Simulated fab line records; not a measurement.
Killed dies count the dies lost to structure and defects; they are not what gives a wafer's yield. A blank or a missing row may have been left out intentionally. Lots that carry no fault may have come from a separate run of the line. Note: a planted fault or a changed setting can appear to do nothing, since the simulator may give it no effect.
One fault through the eyes of 3 desks | flow nand-harc | each desk has only its own numbers; what lay behind them comes last

DESK OF THE TOOL OWNER: pecvd-onon-02
The tool's own readings at NHARC_A_ONON_D1_DEP_22 (target thk 1000 nm): means of the sampled wafers that have a number, for each lot that ran on this tool. A lot is out of limits, marked OUT, if its mean lies more than 4 standard deviations from the usual mean; the brackets give that distance.
Columns: A = nh3-flow-sccm at NHARC_A_ONON_D1_DEP_22, usual 500.3 sccm; B = sih4-flow-sccm at NHARC_A_ONON_D1_DEP_22, usual 210.0 sccm
lot  | first seen here | A     | B
L534 | day 9 19:46     | 501.6 | 209.6
L536 | day 10 11:01    | 498.3 | 210.2
L539 | day 12 03:50    | 500.4 | 210.1
L541 | day 12 15:40    | 499.4 | 210.3
L542 | day 13 06:43    | 502.0 | 209.0
This desk found nothing out of limits on any of the 5 lots.

THE DEFECT DESK
Lot by lot, what the route's inspections counted, given as the mean of those sampled wafers with a number. A lot is out of limits, marked OUT, if its mean lies more than 4 standard deviations from the usual mean; the brackets give that distance.
Columns: A = raw-defect-count at NHARC_A_START_INSPECT_01, usual 3.3; B = raw-defect-count at NHARC_A_ONON_D1_INSPECT_32, usual 71
lot  | first seen here | A   | B
L533 | day 8 01:35     | 4.0 | 49
L534 | day 8 09:17     | 2.7 | 48
L535 | day 9 00:13     | 3.0 | 62
L536 | day 9 01:07     | 3.3 | 102
L539 | day 10 14:05    | 3.3 | 53
L541 | day 11 06:01    | 1.0 | 40
L542 | day 11 14:36    | 3.7 | 59
L547 | day 13 21:50    | 3.7 | 48
L549 | day 14 19:25    | 5.3 | 81
L550 | day 15 01:03    | 2.7 | 89
L551 | day 15 12:48    | 5.0 | 40
L552 | day 15 20:09    | 6.0 | 91
This desk found nothing out of limits on any of the 12 lots.

AT THE METROLOGY DESK
What the gauges read, lot by lot, whatever tool the lot ran on: means of the sampled wafers that have a number. A lot is out of limits, marked OUT, if its mean lies more than 4 standard deviations from the usual mean; the brackets give that distance.
Columns: A = thk-nm at NHARC_A_ONON_D1_THK_MEAS_24, usual 1004 nm
lot  | first seen here | A
L533 | day 9 12:04     | 990
L534 | day 9 20:16     | 1006
L536 | day 10 11:31    | 986
L535 | day 10 11:32    | 1021
L539 | day 12 04:14    | 706 (-34) OUT
L541 | day 12 16:10    | 707 (-34) OUT
L542 | day 13 07:13    | 718 (-33) OUT
L547 | day 15 10:05    | 1000
L549 | day 16 07:03    | 999
L550 | day 16 14:40    | 1006
L551 | day 16 23:20    | 1001
L552 | day 17 09:20    | 1013
This desk's finding: out of limits on L539, L541, L542; first on L539, day 12 04:14 (thk-nm at NHARC_A_ONON_D1_THK_MEAS_24). L533, L534, L536, L535, L547, L549, L550, L551, L552: within limits.

ALL TOGETHER
Metrology desk: alarm possible at day 12 04:14 on L539, L541, L542.
The tool owner's desk saw nothing out of limits.
Nothing out of limits was seen by the defect desk.
On record at the tool owner's desk: L539, L541, L542, within its limits.
The defect desk has L539, L541, L542 on record, within its limits.
On pecvd-onon-02, each named lot ran NHARC_A_ONON_D1_DEP_22.

WHAT THE SIMULATOR PUT IN
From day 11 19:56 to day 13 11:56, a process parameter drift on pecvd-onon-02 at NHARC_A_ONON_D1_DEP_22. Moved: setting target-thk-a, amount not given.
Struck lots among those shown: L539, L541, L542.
Delay in hours, fault start to first out-of-limits reading, per desk: metrology desk 8.
